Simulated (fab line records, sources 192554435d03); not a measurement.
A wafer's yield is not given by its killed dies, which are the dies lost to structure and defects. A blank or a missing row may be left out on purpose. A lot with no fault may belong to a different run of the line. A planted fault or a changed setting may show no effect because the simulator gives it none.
8D (eight disciplines) problem report, filled in by code || flow n5_finfet || the parts of the form that need people (team, actions taken, sign-off) are left out

1. THE ISSUE
At N5_BEOL_M10_CVD_75, run_length_s averages 226.4 s over 2 wafers from 2 lots, while fault-free wafers read 162.0 s, standard deviation 0.37. So: +99 or more standard deviations from the usual mean.
The step: deposits Co from CCTBA/H2, target thk 2 nm, time 138.9 s.
First observed at day 12 01:36: wafer L541.3, on cvd_co-01. Wafers with a number at this step in the record: 31, from 11 lots. Rule for "out" (also "out of limits"): further than 4 standard deviations from the usual mean. All remaining wafers that have a number are taken as sound.

2. WHAT THIS IS AND IS NOT
{"question": "which readings at this step", "is": "run_length_s", "is not": "-"}
{"question": "which lots", "is": "L541, L544", "is not": "L535, L536, L537, L539, L551, L554, L555, L556, L557"}
{"question": "which wafers of those lots", "is": "L541.3, L544.3", "is not": "L541.5, L544.4"}
{"question": "read on which tools", "is": "cvd_co-01", "is not": "cvd_co-02"}
{"question": "when", "is": "from day 12 01:36", "is not": "up to then (13 sound wafers); but 16 sound wafers of L544, L551, L554, L555, L556, L557 came after"}

3. THE SUSPECTS, EACH WITH WHAT RULES IT OUT
Counting: a tool at a process step up to the reading stays a suspect if it ran every lot that is out. Sound lots after the first of them don't rule it out here, since some wafers of a struck lot are sound.
- cvd_co-01 at N5_BEOL_M10_CVD_75 (deposits Co from CCTBA/H2, target thk 2 nm, time 138.9 s): kept. It ran every lot that is out, first L541 (day 12 01:36); its last sound lot up to then is L539 (day 11 17:17). Out on those wafers are its own readings of run_length_s.
After counting, what remains is cvd_co-01 at N5_BEOL_M10_CVD_75.

4. THE CAUSE (what the simulator had put in)
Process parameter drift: cvd_co-01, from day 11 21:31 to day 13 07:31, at N5_BEOL_M10_CVD_75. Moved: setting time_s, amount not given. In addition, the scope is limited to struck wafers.
Counting left only this tool.

5. THE EFFECT CHAIN, in route order
Rows list readings where the struck wafers' mean (over those with a number) sits beyond 3 standard deviations from the usual. Only readings whose record carries a usual standard deviation are examined. hours: median over the lots of the time between each lot's start at the first step of this table that gives one and its start at this step. sigmas: the change, counted in usual standard deviations.
{"hours": 0, "step": "N5_BEOL_M10_CVD_75", "reading": "run_length_s", "usual": "162.0 s", "on struck wafers": 226.4, "change": "+64.4", "sigmas": "+99 or more"}
Its process steps:
- N5_BEOL_M10_CVD_75: deposits Co from CCTBA/H2, target thk 2 nm, time 138.9 s.
Later measuring or inspecting steps at which every struck wafer that the step has a row for has a number for every such reading, and none has moved that far: N5_BEOL_M10_INSPECT_58.

6. HOW IT WOULD HAVE BEEN CAUGHT EARLIER
In this record no reading fell out of limits until day 12 01:36, 4 hours after the fault had begun at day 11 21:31.
